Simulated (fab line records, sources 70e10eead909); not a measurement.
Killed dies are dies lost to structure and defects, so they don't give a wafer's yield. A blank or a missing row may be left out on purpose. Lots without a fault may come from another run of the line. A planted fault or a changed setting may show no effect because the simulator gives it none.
Chamber matching | flow nand_harc | NHARC_P_ZERO_WELL_ETCH_65 on rie_diel-02: 4 sister chambers
The step etches the open film in N2/H2, target depth 80 nm, overetch 24 nm, time 87.88 s. 8 wafers are shown with their chamber, then 8 later ones without.

WAFERS WITH THEIR CHAMBER
wafer  | chamber | drypump_motor_current_A (A) | showerhead_plenum_p_Torr (Torr)
L138.4 | 0       | 5.62                        | 1.94
L140.2 | 0       | 5.61                        | 1.94
L141.1 | 3       | 5.24                        | 2.12
L141.5 | 1       | 5.77                        | 2.22
L146.3 | 2       | 6.03                        | 2.00
L146.4 | 1       | 5.76                        | 2.21
L146.6 | 2       | 6.02                        | 2.00
L154.2 | 3       | 5.23                        | 2.11

WAFERS WITHOUT THEIR CHAMBER
wafer  | drypump_motor_current_A (A) | showerhead_plenum_p_Torr (Torr)
L154.3 | 6.02                        | 1.99
L154.4 | 5.65                        | 1.92
L158.1 | 6.01                        | 1.99
L158.2 | 5.65                        | 1.92
L158.3 | 5.78                        | 2.20
L160.2 | 5.25                        | 2.10
L160.3 | 5.79                        | 2.20
L160.6 | 5.22                        | 2.10

WHICH CHAMBER EACH WENT THROUGH
wafer  | from the rows above | in truth
L154.3 | 2                   | 2
L154.4 | 0                   | 0
L158.1 | 2                   | 2
L158.2 | 0                   | 0
L158.3 | 1                   | 1
L160.2 | 3                   | 3
L160.3 | 1                   | 1
L160.6 | 3                   | 3
Placed correctly: 8 of 8. Can't be placed from these rows: 0. Placed wrongly: 0.
How it was worked out, from the rows above alone: a wafer's distance from a chamber is the root of the sum, over the readings, of the square of ((its reading less the chamber's mean) divided by the reading's scatter). The wafer belongs to the nearest chamber; if the next one is less than 2 further off, it can't be placed. A chamber's mean is the mean of its shown wafers. The scatter: the root of (the sum of the squares of (reading less its chamber's mean) over the shown wafers, divided by (wafers less chambers)).
